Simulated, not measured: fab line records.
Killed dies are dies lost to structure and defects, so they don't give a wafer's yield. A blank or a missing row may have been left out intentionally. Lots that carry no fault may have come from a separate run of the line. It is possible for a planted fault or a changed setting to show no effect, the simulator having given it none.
Split-lot experiment ; flow n5-finfet ; 7 lots, 21 wafers read, on a route of 1938 steps

== THE SPLIT ==
At N5_BEOL_M4_COAT_22 (resist thk 30 nm), the setting spin-rpm was moved away from the recipe's 1500 rpm on 8 of the 21 wafers read, by -9.1% to -3.8%. The other wafers ran this setting at the recipe's value.

== FROM THE SPLIT TO THE READING: what the file shows between them, 6 steps ==
- N5_BEOL_M4_EXPOSE_25: exposes mask V3, defocus 5 nm (also split here: dose-mj)
- N5_BEOL_M4_PEB_26: peb time 60 s
- N5_BEOL_M4_DEVELOP_27: develop time 30 s
- N5_BEOL_M4_CD_MEAS_28: target cd 26.2 nm, target cd y 24.1 nm
- N5_BEOL_M4_ETCH_69: etches SiARC in CF4, target depth 15.6 nm, time 26 s
- N5_BEOL_M4_ALD_98: deposits SiO2, target thk 2.5 nm, pulse time 1 s, co reactant pulse time 1 s

== THE READING ==
CAR-EUV_of_BEOL_M4_COAT_22.thk-nm (the simulator's own value, which no gauge read), in nm, at N5_BEOL_M4_ETCHBACK_99 (etches SiO2 in CHF3, target depth 5 nm, time 10.4 s). The file gives no usual value for it. Here, 13 wafers ran the recipe; their average is 10.3 nm with a standard deviation of 0.1 nm.

wafer;tool, chamber at the split;spin-rpm as run, rpm;against the recipe;CAR-EUV_of_BEOL_M4_COAT_22.thk-nm, nm;against lot-mates on the recipe
L077.3;litho-track-02, 0;1427;-4.9%;11.2;+0.8
L077.5;litho-track-02, 0;1427;-4.9%;11.2;+0.8
L077.4;litho-track-02, 0;1500;recipe;10.4;-
L079.1;litho-track-01, 0;1422;-5.2%;11.2;+0.9
L079.3;litho-track-01, 0;1500;recipe;10.2;-
L079.5;litho-track-01, 0;1500;recipe;10.4;-
L080.2;litho-track-02, 0;1377;-8.2%;11.8;+1.5
L080.5;litho-track-02, 0;1500;recipe;10.2;-
L080.6;litho-track-02, 0;1500;recipe;10.4;-
L085.1;litho-track-04, 0;1500;recipe;10.4;-
L085.5;litho-track-04, 0;1500;recipe;10.4;-
L085.6;litho-track-04, 0;1500;recipe;10.4;-
L088.2;litho-track-01, 0;1500;recipe;10.2;-
L088.3;litho-track-01, 0;1443;-3.8%;11;+0.8
L088.6;litho-track-01, 0;1443;-3.8%;11;+0.8
L092.1;litho-track-02, 0;1364;-9.1%;11.8;+1.4
L092.2;litho-track-02, 0;1500;recipe;10.4;-
L092.3;litho-track-02, 0;1364;-9.1%;12;+1.6
L095.1;litho-track-02, 0;1500;recipe;10.2;-
L095.3;litho-track-02, 0;1500;recipe;10.2;-
L095.6;litho-track-02, 0;1500;recipe;10.2;-

THE FIT
A straight line over all 21 wafers: CAR-EUV_of_BEOL_M4_COAT_22.thk-nm changes by -0.178 nm for each +1% of spin-rpm; r = -0.99; the points scatter about the line by 0.09 nm.
The same after taking each lot's own level away (the mean of its wafers on the recipe; 21 wafers): -0.172 nm for each +1%; r = -0.99; scatter 0.079 nm.
Per that fit: largest spin-rpm move, reading shift of 1.6 nm.
Across the lots, their own levels run from 10.20 to 10.40 nm, a range of 2.0 times the standard deviation given above.
The two slopes are in agreement: the lot-to-lot level therefore moves the slope only a little.
Check: for one of the wafers moved furthest among these (-9.1%), held out of the fit, the line's prediction against its lot-mates is +1.63 nm. Against them it came out at +1.4 nm.

== OTHER SPLITS ON THESE WAFERS ==
Before the reading, these wafers also passed through other splits. Each is held against what the fit with the lots' levels taken away leaves over:
other split on the same wafers;wafers away from the commonest value;r with CAR-EUV_of_BEOL_M4_COAT_22.thk-nm (lot level and that fit taken away)
N5_BEOL_M3_COAT_22 spin-rpm;4;+0.00
N5_BEOL_M4_EXPOSE_25 dose-mj;6;-0.21

== THE WHOLE CHAIN: every reading that the file lists as answering this split, in the file's order ==
step;what it does;reading;change (the file's fit);r (the file's)
N5_BEOL_M4_COAT_22;resist thk 30 nm;CAR-EUV_of_BEOL_M4_COAT_22.thk-nm (the simulator's own value, which no gauge read);-0.161 nm for each +1% of the setting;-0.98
N5_BEOL_M4_ETCHBACK_99;etches SiO2 in CHF3, target depth 5 nm, time 10.4 s;CAR-EUV_of_BEOL_M4_COAT_22.thk-nm (the simulator's own value, which no gauge read);-0.175 nm for each +1% of the setting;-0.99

== FILE'S OWN FIT ==
CAR-EUV_of_BEOL_M4_COAT_22.thk-nm changes by -0.175 nm for each +1% of spin-rpm, r = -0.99.
